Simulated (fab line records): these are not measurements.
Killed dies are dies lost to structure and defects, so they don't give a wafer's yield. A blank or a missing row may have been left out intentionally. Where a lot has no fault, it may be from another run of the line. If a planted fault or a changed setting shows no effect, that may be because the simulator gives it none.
A struck lot beside a sound one | flow n5Finfet | 15 steps out of a route of 1938
Sound: the wafers L790.1, L790.5, L790.6. Struck: wafers L804.1, L804.2. (L804.3 of the same lot was not struck and is left out.) The cause comes at the end.
At each step with rows: each side's tool, then ch and its chambers, then its first start. Under that, the readings that differ: sound wafers | struck wafers | difference of the means | sigmas: that difference in standard deviations of wafers without a fault.
alike: words and numbers the same on both sides, and readings whose means are apart by under 2 such deviations; not compared: readings that were withheld, readings missing a value for some wafer, numbers with overlapping values and no deviation given by the record, and bounds like >300 which may hide the same value.
A row with sigmas, a row that says differs or no value, or rows on one side alone: a step with any of these is where the two part. Numbers that don't overlap but have no deviation are shown without sigmas and don't part them. A reading missing from all wafers of one side parts the sides only when that side holds two or more wafers.

N5_BEOL_M13_ETCH_68: etches SOC in N2/H2, time 355 s.
  sound on rieDiel-02 ch 0,2,3, day 12 10:29; struck on rieDiel-04 ch 1,3, day 16 19:07
  alike: drypumpMotorCurrentA, oesProductAu, rfVppV, showerheadPlenumPTorr, throttleValvePct
  not compared: rfHoursCounterH
then, 3 steps without rows for these wafers: N5_BEOL_M13_STRIP_69 (strips in N2/H2); N5_BEOL_M13_TRENCH_ETCH_34 (etches SiOC in C4F8/O2/Ar, target depth 413.47 nm, time 162.6 s); N5_BEOL_M13_STRIP_70 (strips in C4F8/O2/Ar).
N5_BEOL_M13_OCD_MEAS_35:
  struck on ocd-01, day 16 19:31; sound on ocd-02, day 12 10:53
  alike: trenchDepthNm
then, 1 step without rows for these wafers: N5_BEOL_M13_STRIP_37 (strips in N2/H2).
N5_BEOL_M13_ETCH_38: etches SiCN in CF4/N2, target depth 67.5 nm, time 71.9 s.
  sound on rieDiel-04 ch 1,2, day 12 12:56; struck on rieDiel-02 ch 1,3, day 16 19:38
reading                  | sound       | struck  | difference | sigmas
drypumpMotorCurrentA (A) | 5.0 5.0 5.0 | 5.7 6.0 | +0.8       | +2
  alike: oesProductAu, rfVppV, showerheadPlenumPTorr, throttleValvePct
  not compared: rfHoursCounterH
then, 2 steps without rows for these wafers: N5_BEOL_M13_PRECLEAN_39 (cleans in residue remover, time 60 s); N5_BEOL_M13_SRD_40 (time 30 s, dry time 30 s).
N5_BEOL_M13_DEGAS_41: time 60 s.
  struck on pvdSputter-02, day 16 20:05; sound on pvdSputter-02, day 12 13:22
  alike: heaterPowerW
N5_BEOL_M13_PRE_CLEAN_42: time 30 s.
  struck on pvdSputter-02, day 16 20:08; sound on pvdSputter-02, day 12 13:25
  alike: heaterPowerW
then, 1 step without rows for these wafers: N5_BEOL_M13_SPUTTER_43 (material TaN, target thk 15 nm, time 24.19 s).
N5_BEOL_M13_SPUTTER_44: material Ta, target thk 10 nm, time 16.13 s.
  struck on pvdSputter-02, day 16 20:15; sound on pvdSputter-02, day 12 13:32
reading                                    | sound        | struck    | difference | sigmas
model.Ta_of_BEOL_M13_SPUTTER_44.thkNm (nm) | 10.2 10 10.2 | 10.6 10.6 | +0.5       | 
  alike: cathodeDcPowerW, throttleValvePct
N5_BEOL_M13_SPUTTER_45: material Cu, target thk 80 nm, time 13.33 s.
  struck on pvdSputter-02, day 16 20:20; sound on pvdSputter-02, day 12 13:37
  alike: cathodeDcPowerW, chuckSensorTempC, throttleValvePct
N5_PASSIVATION_PROBE_49:
  sound wafers here have rows in the record (prober-02, day 13 15:26); struck ones have none

WHERE THEY PART
Earliest at N5_BEOL_M13_ETCH_38; latest, in this record, at N5_PASSIVATION_PROBE_49.

WHY: whatever the simulator had introduced
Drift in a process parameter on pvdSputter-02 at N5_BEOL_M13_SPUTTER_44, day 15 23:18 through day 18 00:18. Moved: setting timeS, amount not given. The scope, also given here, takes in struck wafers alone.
